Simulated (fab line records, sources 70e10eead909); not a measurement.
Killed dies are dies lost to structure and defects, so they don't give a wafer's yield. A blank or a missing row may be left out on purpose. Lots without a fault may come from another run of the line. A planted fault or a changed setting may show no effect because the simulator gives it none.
One fault seen from 2 desks | flow nand_harc | each desk has only its own numbers; what lay behind them comes last

THE METROLOGY DESK
What the gauges read, lot by lot, whatever tool the lot ran on: means of the sampled wafers that have a number. A lot is out of limits, marked OUT, if its mean lies more than 4 standard deviations from the usual mean; the brackets give that distance.
Columns: A = thk_nm at NHARC_A_SOURCE_PLATE_THK_MEAS_06, usual 200.5 nm; B = thk_nm at NHARC_A_ONON_D1_THK_MEAS_14, usual 1004 nm
lot  | first seen here | A     | B
L912 | day 7 22:13     | 200.7 | 1020
L915 | day 8 05:49     | 201.6 | 1020
L917 | day 9 08:22     | 200.2 | 1013
L918 | day 9 08:22     | 200.3 | 987
L921 | day 9 18:10     | 202.7 | 990
L919 | day 9 18:11     | 196.8 | 997
L920 | day 9 18:11     | 202.1 | 1010
L926 | day 11 11:34    | 203.1 | 996
L927 | day 11 11:34    | 199.3 | 1225 (+20) OUT
L928 | day 11 19:18    | 201.0 | 1213 (+19) OUT
L933 | day 12 18:42    | 199.5 | 994
L934 | day 13 03:56    | 201.1 | 998
This desk's finding: out of limits on L927, L928; first on L927, day 11 14:31 (thk_nm at NHARC_A_ONON_D1_THK_MEAS_14). In limits: L912, L915, L917, L918, L921, L919, L920, L926, L933, L934.

THE TOOL OWNER'S DESK: pecvd_onon-02
The tool's own readings at NHARC_A_ONON_D1_DEP_12 (target thk 1000 nm): means of the sampled wafers that have a number, for each lot that ran on this tool. A lot is out of limits, marked OUT, if its mean lies more than 4 standard deviations from the usual mean; the brackets give that distance.
Columns: A = susceptor_temp_C at NHARC_A_ONON_D1_DEP_12, usual 399.99 C
lot  | first seen here | A
L915 | day 8 08:19     | 399.90
L918 | day 9 10:46     | 400.08
L921 | day 9 20:49     | 399.78
L927 | day 11 13:59    | 400.25
L928 | day 11 21:42    | 400.38
This desk's finding: nothing out of limits on any of the 5 lots.

PUT TOGETHER
The metrology desk could have raised an alarm at day 11 14:31, on L927, L928.
The tool owner's desk saw nothing out of limits.
The tool owner's desk has L927, L928 on record, within its limits.
Of the lots named, all ran NHARC_A_ONON_D1_DEP_12 on pecvd_onon-02.

WHAT THE SIMULATOR HAD PUT IN
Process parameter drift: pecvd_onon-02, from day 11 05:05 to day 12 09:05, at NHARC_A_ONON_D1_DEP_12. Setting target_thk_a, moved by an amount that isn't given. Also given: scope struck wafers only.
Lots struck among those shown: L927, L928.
Hours from the fault's start to each desk's first reading out of limits: the metrology desk, 9.
